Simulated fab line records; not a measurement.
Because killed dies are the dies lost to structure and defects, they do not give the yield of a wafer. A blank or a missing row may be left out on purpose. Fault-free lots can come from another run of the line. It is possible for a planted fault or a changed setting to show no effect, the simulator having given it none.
The tool behind it: which one?    flow nandHarc    6 lots, 18 wafers sampled, at 2 steps of a route of 1302

WHAT EACH GAUGE READ, for each wafer
NHARC_P_GATE_CD_MEAS_26: the cd target is 120 nm.
lot   measured      on        cdNm (nm)
L181  day 5 14:28   cdSem-02  120.6 119.2 120.7
L185  day 6 18:26   cdSem-01  120.0 119.6 119.0
L188  day 7 20:36   cdSem-01  119.4 119.4 118.4
L190  day 8 20:02   cdSem-03  118.4 119.1 119.6
L196  day 11 00:35  cdSem-03  119.2 119.0 120.4
L202  day 13 20:12  cdSem-01  119.8 119.1 118.3

EACH LOT AND THE TOOL THAT RAN IT (in order: tool; ch and the chambers of the sampled wafers; start)
lot   NHARC_P_GATE_DEP_103
L181  pecvd-01 ch 0,1,2, day 5 13:48
L185  pecvd-04 ch 0,1, day 6 17:46
L188  pecvd-02 ch 0,1,2, day 7 19:55
L190  pecvd-04 ch 0,1, day 8 19:28
L196  pecvd-01 ch 1,2, day 10 23:54
L202  pecvd-02 ch 0,1,2, day 13 19:31
- NHARC_P_GATE_DEP_103: deposits SiON, target thk 30 nm.

THE ANSWER, worked out from the rows above alone
Rule: the lots themselves supply what counts as usual. The widest of any qualifying gaps counts: lots, ordered by their means at a reading, are off when they make up no more than a third of the lots, leave a main group of 4 or more, and stand apart from it by 3 or more times the standard deviation of that group's means. The tables above print the reading to a certain number of digits; a main group whose means all agree to those digits is not used. Also off: a lot with no number at a reading for which 4 or more lots have one. The other lots that the step has rows for count as sound.
Nothing can be told from this: no lot is off at any reading shown.

WHAT HAD BEEN PUT IN BY THE SIMULATOR
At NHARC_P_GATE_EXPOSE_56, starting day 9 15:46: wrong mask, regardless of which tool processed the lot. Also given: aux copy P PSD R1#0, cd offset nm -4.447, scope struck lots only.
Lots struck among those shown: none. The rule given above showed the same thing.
